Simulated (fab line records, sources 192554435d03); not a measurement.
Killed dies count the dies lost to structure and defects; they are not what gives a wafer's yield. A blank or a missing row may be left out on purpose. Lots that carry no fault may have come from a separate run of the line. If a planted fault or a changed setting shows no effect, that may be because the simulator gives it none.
Matching of chambers + flow n5 finfet + 4 sister chambers for N5_FIN_SAQP_MANDREL2_REMOVE_60 on rie si-06
The step chemistry HBr/Cl2/O2, target a-Si, stops on SiNx, bt time 10 s. 8 wafers are shown with their chamber, then 8 later ones without.

WAFERS PAIRED WITH THEIR CHAMBERS
| wafer  | chamber | drypump motor current A (A) | oes product au (a.u.) |
|--------|---------|-----------------------------|-----------------------|
| L074.3 | 2       | 6.2                         | 0.986                 |
| L078.5 | 2       | 6.2                         | 0.984                 |
| L083.6 | 3       | 6.2                         | 0.979                 |
| L084.5 | 3       | 6.2                         | 0.976                 |
| L085.1 | 0       | 5.4                         | 1.010                 |
| L085.4 | 1       | 5.3                         | 1.015                 |
| L085.5 | 0       | 5.4                         | 1.012                 |
| L087.2 | 1       | 5.4                         | 1.015                 |

WAFERS WITH NO CHAMBER GIVEN
| wafer  | drypump motor current A (A) | oes product au (a.u.) |
|--------|-----------------------------|-----------------------|
| L087.4 | 5.4                         | 1.010                 |
| L087.5 | 5.4                         | 1.015                 |
| L089.2 | 6.2                         | 0.959                 |
| L089.4 | 5.4                         | 1.021                 |
| L089.5 | 5.3                         | 1.029                 |
| L093.1 | 6.2                         | 0.975                 |
| L093.2 | 6.2                         | 0.958                 |
| L093.3 | 5.4                         | 1.015                 |

WHICH CHAMBER EACH ONE RAN IN
| wafer  | from the rows above     | in truth                   |
|--------|-------------------------|----------------------------|
| L087.4 | 0                       | 0                          |
| L087.5 | can't be placed: 1 or 0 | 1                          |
| L089.2 | 3                       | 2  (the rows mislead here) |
| L089.4 | 1                       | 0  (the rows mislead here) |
| L089.5 | 1                       | 1                          |
| L093.1 | 3                       | 3                          |
| L093.2 | 3                       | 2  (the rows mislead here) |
| L093.3 | can't be placed: 1 or 0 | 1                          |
Correctly placed: 3 of 8. Cannot be placed on the basis of these rows: 2; the candidates contain the true chamber in 2. Wrongly placed: 3.
How it was worked out, from the rows above alone: a wafer's distance from a chamber is the root of the sum, over the readings, of the square of ((its reading less the chamber's mean) divided by the reading's scatter). The wafer belongs to the nearest chamber; if the next one is less than 2 further off, it can't be placed. The mean given for a chamber averages the wafers shown for that chamber. How the scatter is found: for the shown wafers, subtract from each reading the mean of its chamber, square and add these, divide the total by (wafers less chambers), then take the root.
